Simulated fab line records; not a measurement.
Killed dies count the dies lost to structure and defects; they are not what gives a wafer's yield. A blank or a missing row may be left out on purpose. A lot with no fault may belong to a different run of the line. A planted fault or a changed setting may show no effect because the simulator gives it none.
A struck lot beside a sound one	flow n5_finfet	16 steps out of a route of 1938
Sound: the wafers L298.1, L298.2, L298.3. Wafers struck: L302.4, L302.5, L302.6. The cause comes at the end.
For every step that has rows: the tool of each side, followed by ch and its chambers, followed by its first start. Under that, the readings that differ: sound wafers	struck wafers	difference of the means	sigmas: that difference in standard deviations of wafers without a fault.
alike: same words and numbers on both sides, and readings whose means sit less than 2 such deviations apart. not compared: any withheld reading, any reading some wafer has no value for, any bound like >300 that may hide the same value, and any number with overlapping values for which the record gives no deviation.
Wherever a step has rows on one side only, a row that says differs or no value, or a row with sigmas, the two part there. Non-overlapping numbers with no deviation appear without sigmas and do not part them. A reading that every wafer of one side lacks parts them only if that side has two wafers or more.

first, 6 steps without rows for these wafers: N5_BEOL_M4_COAT_22 (resist thk 30 nm); N5_BEOL_M4_EBR_24; N5_BEOL_M4_SOFTBAKE_23 (time 60 s); N5_BEOL_M4_EXPOSE_25 (exposes mask V3, defocus 5 nm); N5_BEOL_M4_PEB_26 (peb time 60 s); N5_BEOL_M4_DEVELOP_27 (develop time 30 s).
N5_BEOL_M4_CD_MEAS_28: target cd 26.2 nm, target cd y 24.1 nm.
  sound on cd_sem-01 ch 0, day 10 20:40; struck on cd_sem-02 ch 0, day 12 04:30
  alike: cd_nm
N5_BEOL_M4_OVL_MEAS_29:
  sound on overlay-01 ch 0, day 10 20:42; struck on overlay-01 ch 0, day 12 04:32
  alike: V3_OVL
N5_BEOL_M4_INSPECT_30: inspects for defects (brightfield).
  sound on defect_inspect-01 at day 10 20:46; struck on defect_inspect-01 at day 12 04:35
  alike: raw_defect_count
N5_BEOL_M4_DESCUM_33: chemistry O2, time 7 s.
  sound on rie_diel-04 ch 1,2,3, day 10 20:48; struck on rie_diel-06 ch 1,2, day 12 04:38
  alike: chamber_pressure_mTorr, drypump_motor_current_A, oes_product_au, rf_vpp_V, showerhead_plenum_p_Torr, throttle_valve_pct
  not compared: rf_hours_counter_h
N5_BEOL_M4_ETCH_77: etches underlayer in N2/H2, target depth 6.5 nm, time 5.2 s.
  sound on rie_diel-04 ch 1,2,3, day 10 20:50; struck on rie_diel-06 ch 1,2, day 12 04:40
  alike: chamber_pressure_mTorr, drypump_motor_current_A, etch_rf_on_time_s, oes_product_au, rf_vpp_V, showerhead_plenum_p_Torr, throttle_valve_pct
  not compared: rf_hours_counter_h
N5_BEOL_M4_ETCH_69: etches SiARC in CF4, target depth 15.6 nm, time 26 s.
  sound on rie_diel-04 ch 1,2,3, day 10 20:51; struck on rie_diel-06 ch 1,2, day 12 04:41
  alike: cf4_flow_sccm, chamber_pressure_mTorr, drypump_motor_current_A, etch_rf_on_time_s, oes_product_au, rf_vpp_V, showerhead_plenum_p_Torr, throttle_valve_pct
  not compared: rf_hours_counter_h
N5_BEOL_M4_ALD_98: deposits SiO2, target thk 2.5 nm, pulse time 1 s, co reactant pulse time 1 s.
  sound on ald_sin-02 ch 0,2,3, day 10 20:56; struck on ald_sin-02 ch 1,2, day 12 04:52
  no value came back on the struck wafers for any of 5 readings (ald_cycles, chamber_pressure_Torr (Torr) and others); on the sound wafers ald_cycles reads 17 17 17
N5_BEOL_M4_ETCHBACK_99: etches SiO2 in CHF3, target depth 5 nm, time 10.4 s.
  sound on rie_diel-02 ch 1,2,3, day 10 21:07; struck on rie_diel-06 ch 1,2,3, day 12 05:38
  alike: chamber_pressure_mTorr, drypump_motor_current_A, oes_product_au, rf_vpp_V, showerhead_plenum_p_Torr, throttle_valve_pct
  not compared: rf_hours_counter_h
N5_BEOL_M4_RC_MEAS_101:
  sound on prober-01 ch 0, day 11 01:53; struck on prober-01 ch 0, day 12 10:42
  alike: DIBL_N, DIBL_P, IOFF_N, IOFF_P, ION_N, ION_P, SS_N, SS_P, VT_N, VT_P
-- a jump in the record: the struck wafers' starts before and after are 4 days apart (it breaks off in module BEOL_M4 and resumes in module PASSIVATION, where the first step shown is number 1936 of the route) --
N5_PASSIVATION_PROBE_49:
  only the struck wafers here have rows in the record (prober-02, day 16 17:46); the sound ones have none

== WHERE THEY PART ==
Last at N5_PASSIVATION_PROBE_49 as far as this record goes, first at N5_BEOL_M4_ALD_98.

WHY: what had been put in by the simulator
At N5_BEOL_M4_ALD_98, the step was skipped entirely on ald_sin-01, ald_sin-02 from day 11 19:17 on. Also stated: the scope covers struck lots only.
